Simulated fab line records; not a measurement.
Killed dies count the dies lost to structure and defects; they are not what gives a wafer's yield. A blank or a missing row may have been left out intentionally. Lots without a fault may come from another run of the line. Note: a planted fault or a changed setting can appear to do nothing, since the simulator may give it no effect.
Which tool did it?	flow n5 finfet	24 lots, 72 wafers sampled, at 6 steps of a route of 1938

WHAT THE GAUGES READ, wafer by wafer
The record holds no reading of a measuring or inspecting step that can be judged against a usual standard deviation.

EACH LOT AND THE TOOL THAT RAN IT (in order: tool; ch and the chambers of the sampled wafers; start)
lot	N5_BEOL_M1_ALD_98	N5_BEOL_M1_STRIP_36	N5_BEOL_M1_SPUTTER_90	N5_BEOL_M1_ANNEAL_91	N5_BEOL_M1_ANNEAL_51	N5_BEOL_M1_CMP_52
L074	ald sin-02 ch 0,2, day 6 02:13	rie diel-06 ch 0,1,3, day 6 09:13	pvd sputter-02, day 6 11:46	pvd sputter-02, day 6 11:50	rtp anneal-02 ch 0, day 6 12:37	cmp-02 ch 0,1,3, day 6 12:59
L075	ald sin-01 ch 0,3, day 6 10:55	rie diel-02 ch 1,2,3, day 6 19:14	pvd sputter-01, day 6 21:26	pvd sputter-01, day 6 21:31	rtp anneal-01 ch 0, day 6 22:18	cmp-02 ch 0,1,2, day 6 22:35
L076	ald sin-01 ch 0,2,3, day 6 18:34	rie diel-06 ch 0,1,3, day 6 19:26	pvd sputter-02, day 6 23:17	pvd sputter-02, day 6 23:22	rtp anneal-02 ch 0, day 7 00:11	cmp-02 ch 0,1,2, day 7 00:29
L077	ald sin-01 ch 1,2, day 6 21:13	rie diel-02 ch 0,3, day 7 01:06	pvd sputter-03, day 7 03:59	pvd sputter-03, day 7 04:04	rtp anneal-02 ch 0, day 7 04:59	cmp-02 ch 0,2,3, day 7 05:17
L078	ald sin-01 ch 0,1, day 7 00:27	rie diel-02 ch 0,1, day 7 01:34	pvd sputter-03, day 7 05:50	pvd sputter-03, day 7 05:55	rtp anneal-01 ch 0, day 7 06:41	cmp-02 ch 2,3, day 7 06:59
L079	ald sin-03 ch 1,2,3, day 7 09:02	rie diel-06 ch 2,3, day 7 11:34	pvd sputter-02, day 7 14:09	pvd sputter-02, day 7 14:14	rtp anneal-01 ch 0, day 7 15:08	cmp-03 ch 1,2,3, day 7 15:25
L081	ald sin-03 ch 1,2,3, day 7 23:59	rie diel-02 ch 0,2, day 8 12:38	pvd sputter-03, day 8 15:26	pvd sputter-03, day 8 15:31	rtp anneal-02 ch 0, day 8 16:20	cmp-01 ch 0,1, day 8 16:48
L080	ald sin-03 ch 0,1,2, day 8 00:05	rie diel-06 ch 1,2, day 8 12:59	pvd sputter-02, day 8 15:56	pvd sputter-02, day 8 16:01	rtp anneal-01 ch 0, day 8 16:53	cmp-03 ch 0,2,3, day 8 17:25
L082	ald sin-02 ch 0,2,3, day 8 06:09	rie diel-06 ch 0,2,3, day 8 16:13	pvd sputter-03, day 8 18:54	pvd sputter-03, day 8 18:59	rtp anneal-01 ch 0, day 8 19:45	cmp-03 ch 0,1,3, day 8 20:10
L083	ald sin-01 ch 0,1,2, day 8 14:04	rie diel-02 ch 0,1,2, day 8 16:00	pvd sputter-01, day 8 18:32	pvd sputter-01, day 8 18:37	rtp anneal-01 ch 0, day 8 19:23	cmp-02 ch 1,2, day 8 19:41
L084	ald sin-01 ch 0,2,3, day 8 17:43	rie diel-06 ch 0,2, day 8 21:16	pvd sputter-03, day 8 23:43	pvd sputter-03, day 8 23:47	rtp anneal-02 ch 0, day 9 00:37	cmp-02 ch 0,2,3, day 9 00:54
L086	ald sin-03 ch 2,3, day 9 04:32	rie diel-06 ch 0,2, day 9 13:46	pvd sputter-01, day 9 16:44	pvd sputter-01, day 9 16:49	rtp anneal-02 ch 0, day 9 17:36	cmp-03 ch 1,2, day 9 17:54
L085	ald sin-02 ch 0,1,3, day 9 09:03	rie diel-05 ch 1,2,3, day 9 12:47	pvd sputter-03, day 9 15:41	pvd sputter-03, day 9 15:46	rtp anneal-02 ch 0, day 9 16:37	cmp-01 ch 0,1,3, day 9 16:52
L087	ald sin-01 ch 0,3, day 9 15:32	rie diel-06 ch 1,2,3, day 9 22:24	pvd sputter-01, day 10 01:16	pvd sputter-01, day 10 01:20	rtp anneal-01 ch 0, day 10 02:15	cmp-03 ch 0,1,2, day 10 02:30
L089	ald sin-02 ch 0,1,2, day 9 20:28	rie diel-06 ch 2,3, day 10 02:01	pvd sputter-03, day 10 04:28	pvd sputter-03, day 10 04:33	rtp anneal-02 ch 0, day 10 05:25	cmp-02 ch 0,1,2, day 10 05:38
L088	ald sin-01 ch 0,1,2, day 10 00:17	rie diel-05 ch 0,2,3, day 10 06:06	pvd sputter-01, day 10 08:49	pvd sputter-01, day 10 08:54	rtp anneal-01 ch 0, day 10 09:41	cmp-02 ch 0,1,2, day 10 10:03
L090	ald sin-03 ch 0,1,2, day 10 07:31	rie diel-02 ch 1,2,3, day 10 16:35	pvd sputter-02, day 10 19:40	pvd sputter-02, day 10 19:45	rtp anneal-01 ch 0, day 10 20:32	cmp-03 ch 0,1,3, day 10 20:54
L091	ald sin-01 ch 0,2,3, day 10 10:31	rie diel-02 ch 0,2,3, day 10 19:38	pvd sputter-02, day 10 23:47	pvd sputter-02, day 10 23:52	rtp anneal-02 ch 0, day 11 00:41	cmp-02 ch 0,1,3, day 11 00:56
L092	ald sin-02 ch 0,1, day 10 21:32	rie diel-05 ch 0,1,3, day 11 11:05	pvd sputter-01, day 11 14:58	pvd sputter-01, day 11 15:03	rtp anneal-01 ch 0, day 11 15:52	cmp-01 ch 0,3, day 11 16:10
L093	ald sin-02 ch 1,2,3, day 11 02:49	rie diel-02 ch 1,2,3, day 11 15:07	pvd sputter-02, day 11 17:40	pvd sputter-02, day 11 17:44	rtp anneal-02 ch 0, day 11 18:34	cmp-03 ch 0,1,3, day 11 18:49
L094	ald sin-01 ch 0,1,2, day 11 06:22	rie diel-02 ch 0,1,3, day 11 15:57	pvd sputter-02, day 11 20:01	pvd sputter-02, day 11 20:06	rtp anneal-02 ch 0, day 11 20:55	cmp-01 ch 2,3, day 11 21:13
L095	ald sin-01 ch 2,3, day 11 11:53	rie diel-06 ch 0,3, day 12 04:40	pvd sputter-01, day 12 07:16	pvd sputter-01, day 12 07:20	rtp anneal-02 ch 0, day 12 08:07	cmp-01 ch 0,2,3, day 12 10:25
L096	ald sin-03 ch 0,1, day 11 17:26	rie diel-02 ch 0,2, day 12 14:29	pvd sputter-03, day 12 17:43	pvd sputter-03, day 12 17:47	rtp anneal-01 ch 0, day 12 18:37	cmp-02 ch 0,1,3, day 12 18:56
L097	ald sin-03 ch 2,3, day 12 17:02	rie diel-02 ch 1,2, day 13 03:14	pvd sputter-01, day 13 05:21	pvd sputter-01, day 13 05:26	rtp anneal-02 ch 0, day 13 06:13	cmp-01 ch 0,3, day 13 06:30
- N5_BEOL_M1_ALD_98: deposits SiO2, target thk 2.5 nm, pulse time 1 s, co reactant pulse time 1 s.
- N5_BEOL_M1_STRIP_36: strips in N2/H2.
- N5_BEOL_M1_SPUTTER_90: material Cu, target thk 4.5 nm, time 8.29 s.
- N5_BEOL_M1_ANNEAL_91: time 240 s.
- N5_BEOL_M1_ANNEAL_51: time 90 s.
- N5_BEOL_M1_CMP_52: polishes, stops on SiOC, t overpolish 6.8 s, target thk 40 nm.

WHAT THE TOOLS THEMSELVES READ (means of the sampled wafers that have a number; where no wafer has one, the mark that the record gives instead)
N5_BEOL_M1_ALD_98. Usual: heater power w 79 W, standard deviation 9.9; precursor pulse height rel 0.998, standard deviation 0.019.
lot	tool	heater power w (W)	precursor pulse height rel	flag
L074	ald sin-02	70	0.987	
L075	ald sin-01	84	0.993	
L076	ald sin-01	86	0.997	
L077	ald sin-01	79	1.002	
L078	ald sin-01	71	1.009	
L079	ald sin-03	78	1.000	
L081	ald sin-03	77	1.001	
L080	ald sin-03	80	0.999	
L082	ald sin-02	74	0.995	
L083	ald sin-01	81	0.995	
L084	ald sin-01	88	1.005	
L086	ald sin-03	77	0.990	
L085	ald sin-02	71	0.986	
L087	ald sin-01	80	0.980	
L089	ald sin-02	70	0.999	
L088	ald sin-01	82	0.998	
L090	ald sin-03	79	1.013	
L091	ald sin-01	88	1.003	
L092	ald sin-02	68	1.006	
L093	ald sin-02	73	1.000	
L094	ald sin-01	83	0.998	
L095	ald sin-01	90	1.006	
L096	ald sin-03	74	1.019	
L097	ald sin-03	84	0.975	

N5_BEOL_M1_STRIP_36. Usual: drypump motor current A 5.8 A, standard deviation 0.55; oes product au 0.79 a.u., standard deviation 0.06; rf vpp V 59.1 V, standard deviation 1.5; showerhead plenum p Torr 2.53 Torr, standard deviation 0.079; throttle valve pct 23.51 %, standard deviation 0.24.
lot	tool	drypump motor current A (A)	oes product au (a.u.)	rf vpp V (V)	showerhead plenum p Torr (Torr)	throttle valve pct (%)	flag
L074	rie diel-06	5.7	0.79	57.8	2.48	23.61	
L075	rie diel-02	5.8	0.88	58.3	2.59	23.52	
L076	rie diel-06	5.7	0.79	58.0	2.48	23.62	
L077	rie diel-02	5.1	0.84	59.6	2.50	23.19	
L078	rie diel-02	6.0	0.85	58.1	2.61	23.26	
L079	rie diel-06	6.1	0.77	60.2	2.47	23.73	
L081	rie diel-02	6.0	0.82	59.2	2.57	23.43	
L080	rie diel-06	6.1	0.74	57.8	2.49	23.69	
L082	rie diel-06	6.2	0.73	58.8	2.49	23.72	
L083	rie diel-02	6.1	0.84	59.6	2.61	23.46	
L084	rie diel-06	6.3	0.70	58.4	2.51	23.67	
L086	rie diel-06	6.3	0.69	59.4	2.51	23.68	
L085	rie diel-05	5.7	0.79	59.4	2.55	23.28	
L087	rie diel-06	5.9	0.76	58.3	2.47	23.68	
L089	rie diel-06	6.1	0.76	58.7	2.46	23.77	
L088	rie diel-05	5.4	0.79	60.5	2.59	23.35	
L090	rie diel-02	5.8	0.83	59.6	2.57	23.58	
L091	rie diel-02	5.6	0.81	58.7	2.53	23.32	
L092	rie diel-05	5.6	0.74	59.1	2.60	23.21	
L093	rie diel-02	5.8	0.83	60.1	2.57	23.58	
L094	rie diel-02	5.6	0.81	59.0	2.57	23.40	
L095	rie diel-06	6.1	0.70	58.0	2.49	23.70	
L096	rie diel-02	6.0	0.79	58.9	2.56	23.47	
L097	rie diel-02	6.3	0.82	58.5	2.64	23.72	

N5_BEOL_M1_SPUTTER_90. Usual: substrate temp c -20.01 C, standard deviation 0.1; throttle valve pct 30.5 %, standard deviation 0.65.
lot	tool	substrate temp c (C)	throttle valve pct (%)	flag
L074	pvd sputter-02	-19.93	30.3	
L075	pvd sputter-01	-20.09	31.0	
L076	pvd sputter-02	-20.05	30.3	
L077	pvd sputter-03	-19.95	30.1	
L078	pvd sputter-03	-20.07	30.5	
L079	pvd sputter-02	-19.97	30.6	
L081	pvd sputter-03	-20.04	30.2	
L080	pvd sputter-02	-20.03	30.1	
L082	pvd sputter-03	-19.96	29.9	
L083	pvd sputter-01	-20.11	31.1	
L084	pvd sputter-03	-19.98	30.3	
L086	pvd sputter-01	-20.08	30.6	
L085	pvd sputter-03	-20.05	29.7	
L087	pvd sputter-01	-19.89	31.0	
L089	pvd sputter-03	-19.99	29.9	
L088	pvd sputter-01	-20.06	30.9	
L090	pvd sputter-02	-19.96	30.2	
L091	pvd sputter-02	-19.97	30.1	
L092	pvd sputter-01	-20.10	31.4	
L093	pvd sputter-02	-19.99	29.9	
L094	pvd sputter-02	-20.01	29.9	
L095	pvd sputter-01	-19.92	31.2	
L096	pvd sputter-03	-19.89	30.4	
L097	pvd sputter-01	-20.01	31.6	

N5_BEOL_M1_ANNEAL_91. Usual: heater power w 824 W, standard deviation 54.
lot	tool	heater power w (W)	flag
L074	pvd sputter-02	847	
L075	pvd sputter-01	818	
L076	pvd sputter-02	863	
L077	pvd sputter-03	826	
L078	pvd sputter-03	777	
L079	pvd sputter-02	889	
L081	pvd sputter-03	810	
L080	pvd sputter-02	884	
L082	pvd sputter-03	799	
L083	pvd sputter-01	795	
L084	pvd sputter-03	786	
L086	pvd sputter-01	856	
L085	pvd sputter-03	791	
L087	pvd sputter-01	807	
L089	pvd sputter-03	834	
L088	pvd sputter-01	794	
L090	pvd sputter-02	889	
L091	pvd sputter-02	856	
L092	pvd sputter-01	787	
L093	pvd sputter-02	870	
L094	pvd sputter-02	846	
L095	pvd sputter-01	788	
L096	pvd sputter-03	806	
L097	pvd sputter-01	754	

N5_BEOL_M1_ANNEAL_51. Usual: wafer_temp_C_max 225.75, standard deviation 0.2.
lot	tool	wafer_temp_C_max	flag
L074	rtp anneal-02	225.84	
L075	rtp anneal-01	225.64	
L076	rtp anneal-02	225.76	
L077	rtp anneal-02	225.59	
L078	rtp anneal-01	225.59	
L079	rtp anneal-01	225.73	
L081	rtp anneal-02	225.82	
L080	rtp anneal-01	225.71	
L082	rtp anneal-01	225.58	
L083	rtp anneal-01	225.79	
L084	rtp anneal-02	226.01	
L086	rtp anneal-02	225.76	
L085	rtp anneal-02	225.85	
L087	rtp anneal-01	225.73	
L089	rtp anneal-02	225.80	
L088	rtp anneal-01	225.78	
L090	rtp anneal-01	225.62	
L091	rtp anneal-02	225.77	
L092	rtp anneal-01	225.66	
L093	rtp anneal-02	226.02	
L094	rtp anneal-02	225.54	
L095	rtp anneal-02	225.65	
L096	rtp anneal-01	225.62	
L097	rtp anneal-02	225.89	

N5_BEOL_M1_CMP_52. Usual: barrier field endpoint s 24.8 s, standard deviation 0.59; motor current A 6.1 A, standard deviation 0.62; overpolish run s 6.801 s, standard deviation 0.008; time to endpoint s 62.2 s, standard deviation 2.3.
lot	tool	barrier field endpoint s (s)	motor current A (A)	overpolish run s (s)	time to endpoint s (s)	flag
L074	cmp-02	24.6	6.4	6.809	64.4	
L075	cmp-02	25.0	6.4	6.795	59.4	
L076	cmp-02	24.6	5.9	6.791	60.9	
L077	cmp-02	24.8	5.9	6.798	61.1	
L078	cmp-02	25.1	6.3	6.804	62.9	
L079	cmp-03	24.8	6.2	6.804	64.3	
L081	cmp-01	24.1	5.7	6.800	61.0	
L080	cmp-03	24.3	6.2	6.799	59.9	
L082	cmp-03	24.8	6.3	6.798	60.4	
L083	cmp-02	25.1	6.2	6.795	61.4	
L084	cmp-02	25.3	6.1	6.806	65.3	
L086	cmp-03	24.1	5.8	6.806	60.0	
L085	cmp-01	25.0	5.8	6.801	62.4	
L087	cmp-03	24.6	6.0	6.811	59.7	
L089	cmp-02	24.3	6.3	6.804	62.7	
L088	cmp-02	25.3	6.2	6.797	62.2	
L090	cmp-03	23.8	6.4	6.796	57.9	
L091	cmp-02	24.9	6.6	6.798	62.0	
L092	cmp-01	24.3	5.7	6.797	63.7	
L093	cmp-03	24.8	6.4	6.792	64.6	
L094	cmp-01	25.0	5.0	6.806	65.2	
L095	cmp-01	25.2	5.2	6.800	62.3	
L096	cmp-02	25.9	6.6	6.804	63.2	
L097	cmp-01	25.0	5.5	6.803	64.9	

THE ANSWER, worked out from the rows above alone
Rule: lot off if the mean of its wafers having a number is beyond 3 standard deviations from the usual mean. A lot without any number at a reading at which 4 lots or more have one is off too. Any other lot the step has rows for is counted as sound. The gauges are gone through in route order, then the tools' own readings, and for those a lot's mean is taken as printed above. The first step at which some lot is off is used, and at that step the reading that is off furthest; a lot without a number counts as furthest.
Across all readings shown, no lot is off: no conclusion can be drawn from this.

WHAT THE SIMULATOR HAD INSERTED
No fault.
